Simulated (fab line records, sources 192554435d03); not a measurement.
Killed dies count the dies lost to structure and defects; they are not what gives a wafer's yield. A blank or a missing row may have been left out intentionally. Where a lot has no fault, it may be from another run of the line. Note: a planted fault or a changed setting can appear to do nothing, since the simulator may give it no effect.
Chamber matching    flow n5 finfet    N5_STI_FIN_REVEAL_ETCH_34 on rie si-01: 4 sister chambers
The step etches Si in H2, material Si, target depth 0.97 nm. 4 wafers are shown with their chamber, then 9 later ones without.

WAFERS WITH THEIR CHAMBER
wafer   chamber  throttle valve pct (%)
L089.4  3        25.26
L089.5  2        26.10
L090.4  0        25.74
L090.5  1        26.04

WAFERS WHOSE CHAMBER IS MISSING
wafer   throttle valve pct (%)
L092.2  25.75
L092.3  26.06
L092.4  25.27
L093.3  26.05
L093.5  26.06
L093.6  26.08
L097.1  25.75
L097.2  25.25
L097.6  25.26

EACH ONE'S CHAMBER
wafer   from the rows above      in truth
L092.2  0                        0
L092.3  can't be placed: 1 or 2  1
L092.4  3                        3
L093.3  1                        1
L093.5  can't be placed: 1 or 2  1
L093.6  can't be placed: 2 or 1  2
L097.1  0                        0
L097.2  3                        3
L097.6  3                        3
Placed correctly: 6 of 9. Unplaceable from these rows: 3, with the true chamber sitting among the candidates in 3. Placed wrongly: 0.
How it was worked out, from the rows above alone: a wafer's distance from a chamber is the root of the sum, over the readings, of the square of ((its reading less the chamber's mean) divided by the reading's scatter). The wafer belongs to the nearest chamber; if the next one is less than 2 further off, it can't be placed. Each chamber's mean is taken over the wafers shown for it. The scatter (one wafer shown for each chamber): square how far every hidden wafer sits from the nearest shown wafer, average those squares and take the square root.
